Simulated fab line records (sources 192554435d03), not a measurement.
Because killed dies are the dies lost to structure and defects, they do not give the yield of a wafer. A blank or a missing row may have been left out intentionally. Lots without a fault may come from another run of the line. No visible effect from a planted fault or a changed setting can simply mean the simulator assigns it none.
Which of the tools did it? + flow n5-finfet + Sampling: 10 lots, 27 wafers, 6 of 1938 route steps

== WHAT THE GAUGES READ, wafer by wafer ==
N5_WELL_APT_CD_MEAS_08: target cd 200 nm.
| lot  | measured    | on        | cd-nm (nm)        |
|------|-------------|-----------|-------------------|
| L476 | day 1 13:55 | cd-sem-03 | 200.0 199.3 200.5 |
| L478 | day 2 01:41 | cd-sem-03 | 200.7 200.7 200.2 |
| L483 | day 3 07:41 | cd-sem-03 | 197.4 199.6 201.4 |
| L484 | day 3 13:41 | cd-sem-03 | 206.4 205.7       |
| L486 | day 4 01:49 | cd-sem-01 | 198.6 207.5       |
| L487 | day 4 07:49 | cd-sem-02 | 200.8 207.2       |
| L490 | day 5 01:52 | cd-sem-01 | 198.8 200.4 197.7 |
| L495 | day 6 08:01 | cd-sem-03 | 199.4 199.6 198.8 |
| L496 | day 6 14:01 | cd-sem-02 | 197.8 201.0 198.9 |
| L499 | day 7 07:56 | cd-sem-01 | 197.8 198.2 197.6 |

N5_WELL_APT_CD_MEAS_25: target cd 200 nm.
| lot  | measured    | on        | cd-nm (nm)        |
|------|-------------|-----------|-------------------|
| L476 | day 1 15:19 | cd-sem-01 | 196.9 200.5 199.8 |
| L478 | day 2 03:17 | cd-sem-03 | 199.4 200.5 201.0 |
| L483 | day 3 08:49 | cd-sem-02 | 200.5 200.4 198.2 |
| L484 | day 3 14:49 | cd-sem-03 | 198.2 198.6       |
| L486 | day 4 03:22 | cd-sem-01 | 196.3 199.7       |
| L487 | day 4 08:56 | cd-sem-03 | 200.0 202.3       |
| L490 | day 5 03:01 | cd-sem-01 | 202.0 203.1 202.2 |
| L495 | day 6 09:17 | cd-sem-03 | 200.6 196.9 199.7 |
| L496 | day 6 15:25 | cd-sem-03 | 197.2 197.1 196.8 |
| L499 | day 7 09:11 | cd-sem-02 | 201.1 198.8 199.1 |

N5_BEOL_M4_RC_MEAS_101.
| lot  | measured     | on        | DIBL_N (mV/V)  | DIBL_P (mV/V)  | IOFF_N (nA/um)    | IOFF_P (nA/um)    | ION_N (uA/um) | ION_P (uA/um) | SS_N (mV/dec)  | SS_P (mV/dec)  | VT_N (mV)         | VT_P (mV)            |
|------|--------------|-----------|----------------|----------------|-------------------|-------------------|---------------|---------------|----------------|----------------|-------------------|----------------------|
| L476 | day 9 04:07  | prober-01 | 39.0 36.3 36.8 | 37.5 36.0 35.1 | 0.173 0.139 0.135 | 0.234 0.203 0.192 | 668 675 670   | 458 463 453   | 72.5 70.9 72.2 | 74.6 73.4 73.6 | 250.1 250.3 253.8 | -247.6 -250.4 -255.3 |
| L478 | day 10 12:52 | prober-01 | 35.6 34.9 35.7 | 36.9 35.4 35.9 | 0.152 0.134 0.153 | 0.178 0.170 0.178 | 669 670 671   | 451 456 455   | 71.1 71.3 72.0 | 73.6 73.3 73.3 | 248.7 249.2 251.5 | -253.7 -252.4 -253.4 |
| L483 | day 13 01:34 | prober-02 | 36.7 37.7 36.1 | 37.0 37.7 34.9 | 0.177 0.182 0.156 | 0.217 0.223 0.183 | 689 677 670   | 466 459 456   | 71.6 72.3 71.0 | 74.0 73.2 73.2 | 250.4 245.9 249.7 | -248.3 -247.1 -251.6 |
| L484 | day 17 15:57 | prober-02 | 35.7 36.2      | 36.2 36.6      | 0.138 0.144       | 0.190 0.195       | 664 668       | 463 461       | 71.3 71.4      | 72.7 73.2      | 251.8 250.7       | -253.4 -251.7        |
| L486 | day 14 10:43 | prober-02 | 37.9 37.7      | 37.1 37.4      | 0.163 0.156       | 0.222 0.216       | 675 672       | 468 461       | 71.6 71.7      | 73.2 74.0      | 249.0 248.3       | -246.1 -251.8        |
| L487 | day 14 12:15 | prober-01 | 38.5 36.4      | 38.1 36.1      | 0.178 0.139       | 0.206 0.181       | 664 658       | 452 447       | 72.3 71.2      | 73.0 73.0      | 250.4 253.2       | -249.8 -252.0        |
| L490 | day 15 19:02 | prober-02 | 36.0 34.5 36.7 | 35.6 33.9 36.1 | 0.151 0.128 0.169 | 0.238 0.210 0.253 | 667 662 682   | 468 464 467   | 71.7 70.8 71.6 | 73.2 72.8 72.9 | 248.3 253.7 245.5 | -246.1 -245.9 -243.8 |
| L495 | day 17 07:20 | prober-02 | 36.7 37.0 35.8 | 36.8 37.5 35.6 | 0.160 0.168 0.143 | 0.218 0.219 0.199 | 677 684 665   | 467 468 463   | 71.3 70.9 71.3 | 73.0 72.6 73.0 | 248.6 249.9 249.8 | -247.3 -248.5 -250.6 |
| L496 | day 17 06:04 | prober-02 | 36.5 40.0 37.1 | 36.4 40.9 37.2 | 0.150 0.228 0.171 | 0.210 0.301 0.236 | 676 699 677   | 466 479 471   | 71.5 72.5 71.1 | 72.9 74.0 73.1 | 250.0 242.9 246.3 | -250.0 -244.8 -247.0 |
| L499 | day 16 04:41 | prober-02 | 37.2 38.7 37.2 | 36.6 36.8 35.6 | 0.171 0.196 0.161 | 0.241 0.250 0.223 | 678 671 674   | 467 461 464   | 72.2 72.8 71.9 | 73.7 73.2 73.3 | 251.6 246.3 247.5 | -246.2 -246.9 -249.5 |

== WHAT TOOL EACH LOT RAN ON (gives the tool, then ch and the chambers of the sampled wafers, and finally the start) ==
| lot  | N5_ZERO_LAYER_DESCUM_16           | N5_ZERO_LAYER_STRIP_24              | N5_WELL_APT_PEB_06               |
|------|-----------------------------------|-------------------------------------|----------------------------------|
| L476 | rie-diel-06 ch 0,1, day 1 13:02   | plasma-asher-01 ch 0,1, day 1 13:16 | litho-track-03 ch 0, day 1 13:48 |
| L478 | rie-diel-06 ch 0,1,2, day 2 00:49 | plasma-asher-02 ch 0,1, day 2 01:02 | litho-track-01 ch 0, day 2 01:34 |
| L483 | rie-diel-03 ch 0,1,3, day 3 06:41 | plasma-asher-01 ch 0,1, day 3 06:53 | litho-track-01 ch 0, day 3 07:34 |
| L484 | rie-diel-01 ch 3, day 3 12:49     | plasma-asher-01 ch 0,1, day 3 13:02 | litho-track-01 ch 0, day 3 13:34 |
| L486 | rie-diel-03 ch 0,1, day 4 00:49   | plasma-asher-02 ch 0,1, day 4 01:04 | litho-track-01 ch 0, day 4 01:41 |
| L487 | rie-diel-06 ch 2,3, day 4 06:49   | plasma-asher-02 ch 0, day 4 07:01   | litho-track-01 ch 0, day 4 07:42 |
| L490 | rie-diel-03 ch 0,1, day 5 00:49   | plasma-asher-01 ch 0,1, day 5 01:04 | litho-track-04 ch 0, day 5 01:45 |
| L495 | rie-diel-01 ch 0,2,3, day 6 06:59 | plasma-asher-01 ch 0,1, day 6 07:12 | litho-track-04 ch 0, day 6 07:53 |
| L496 | rie-diel-01 ch 1,3, day 6 13:07   | plasma-asher-02 ch 0,1, day 6 13:19 | litho-track-04 ch 0, day 6 13:54 |
| L499 | rie-diel-06 ch 1,2,3, day 7 06:56 | plasma-asher-01 ch 0,1, day 7 07:10 | litho-track-03 ch 0, day 7 07:49 |
- N5_ZERO_LAYER_DESCUM_16: chemistry O2, time 7.9 s.
- N5_ZERO_LAYER_STRIP_24: strips in O2.
- N5_WELL_APT_PEB_06: peb time 90 s.

== AS READ BY THE TOOLS THEMSELVES (means over the sampled wafers that have a number; for cases with no such wafer, the mark the record gives instead) ==
N5_ZERO_LAYER_DESCUM_16.
| lot  | tool        | chamber-pressure-mTorr (mTorr) | drypump-motor-current-A (A) | oes-product-au (a.u.) | rf-vpp-V (V) | showerhead-plenum-p-Torr (Torr) | throttle-valve-pct (%) |
|------|-------------|--------------------------------|-----------------------------|-----------------------|--------------|---------------------------------|------------------------|
| L476 | rie-diel-06 | 20.014                         | 6.4                         | 0.78                  | 244.4        | 2.16                            | 20.48                  |
| L478 | rie-diel-06 | 20.010                         | 6.1                         | 0.78                  | 244.1        | 2.14                            | 20.47                  |
| L483 | rie-diel-03 | 20.000                         | 5.8                         | 0.85                  | 242.6        | 2.09                            | 20.29                  |
| L484 | rie-diel-01 | 20.023                         | 6.1                         | 0.69                  | 244.2        | 2.15                            | 20.59                  |
| L486 | rie-diel-03 | 19.997                         | 5.6                         | 0.83                  | 244.6        | 2.12                            | 20.37                  |
| L487 | rie-diel-06 | 20.005                         | 5.7                         | 0.77                  | 242.8        | 2.06                            | 20.27                  |
| L490 | rie-diel-03 | 19.995                         | 5.7                         | 0.86                  | 243.3        | 2.10                            | 20.45                  |
| L495 | rie-diel-01 | 20.018                         | 5.7                         | 0.83                  | 243.0        | 2.11                            | 20.54                  |
| L496 | rie-diel-01 | 19.996                         | 5.9                         | 0.87                  | 243.9        | 2.09                            | 20.39                  |
| L499 | rie-diel-06 | 20.020                         | 5.9                         | 0.84                  | 242.1        | 2.05                            | 20.34                  |

N5_ZERO_LAYER_STRIP_24.
| lot  | tool            | chamber-pressure-mTorr (mTorr) | drypump-motor-current-A (A) | heater-power-w (W) | oes-product-au (a.u.) | strip-time-to-endpoint-s (s) |
|------|-----------------|--------------------------------|-----------------------------|--------------------|-----------------------|------------------------------|
| L476 | plasma-asher-01 | 999.5                          | 6.0                         | 290                | 0.647                 | 43.82                        |
| L478 | plasma-asher-02 | 1000.6                         | 5.6                         | 316                | 0.648                 | 43.77                        |
| L483 | plasma-asher-01 | 999.7                          | 6.0                         | 290                | 0.652                 | 43.85                        |
| L484 | plasma-asher-01 | 1000.1                         | 6.0                         | 288                | 0.647                 | 43.77                        |
| L486 | plasma-asher-02 | 999.6                          | 5.8                         | 320                | 0.649                 | 43.83                        |
| L487 | plasma-asher-02 | 1000.8                         | 6.6                         | 327                | 0.654                 | 43.62                        |
| L490 | plasma-asher-01 | 999.7                          | 6.1                         | 290                | 0.645                 | 43.86                        |
| L495 | plasma-asher-01 | 1000.0                         | 6.0                         | 294                | 0.651                 | 43.86                        |
| L496 | plasma-asher-02 | 1000.5                         | 6.1                         | 321                | 0.645                 | 43.92                        |
| L499 | plasma-asher-01 | 1000.7                         | 6.0                         | 290                | 0.643                 | 43.86                        |

== THE ANSWER, worked out from the rows above alone ==
Rule: the usual values come from the lots themselves. Put in order of their means at a reading, lots are off if they are a third of the lots or fewer, leave a main group of 4 or more, and stand apart from it by a gap of 3 or more times the standard deviation of the main group's means; of several such gaps the widest counts. A main group is skipped when, at the precision printed for the reading in the tables above, its means are all equal. A lot without any number at a reading at which 4 lots or more have one is off too. All remaining lots with rows at the step are treated as sound. After the gauges, taken in route order, come the tools' own readings; for these a lot's mean is taken, as printed above. The first step at which some lot is off is used, and at that step the reading that is off furthest; a lot without a number counts as furthest.
Off, at N5_WELL_APT_CD_MEAS_08 on cd-nm: L484, L486, L487. For the main group the mean is 199.3 nm and the standard deviation 0.77.
A tool fits if, at a process step before that reading, it ran every lot that is off, and no sound lot after the first of them. The gauges at N5_WELL_APT_CD_MEAS_08 are tried like those tools. One fits: N5_WELL_APT_PEB_06 on litho-track-01. A fault onset in the window from L483 (day 3 07:34, its last sound lot) to L484 (day 3 13:34, its first lot off) fits.

== WHAT THE SIMULATOR HAD INSERTED ==
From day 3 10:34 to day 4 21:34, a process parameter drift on litho-track-01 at N5_WELL_APT_PEB_06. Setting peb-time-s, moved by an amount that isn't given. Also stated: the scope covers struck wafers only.
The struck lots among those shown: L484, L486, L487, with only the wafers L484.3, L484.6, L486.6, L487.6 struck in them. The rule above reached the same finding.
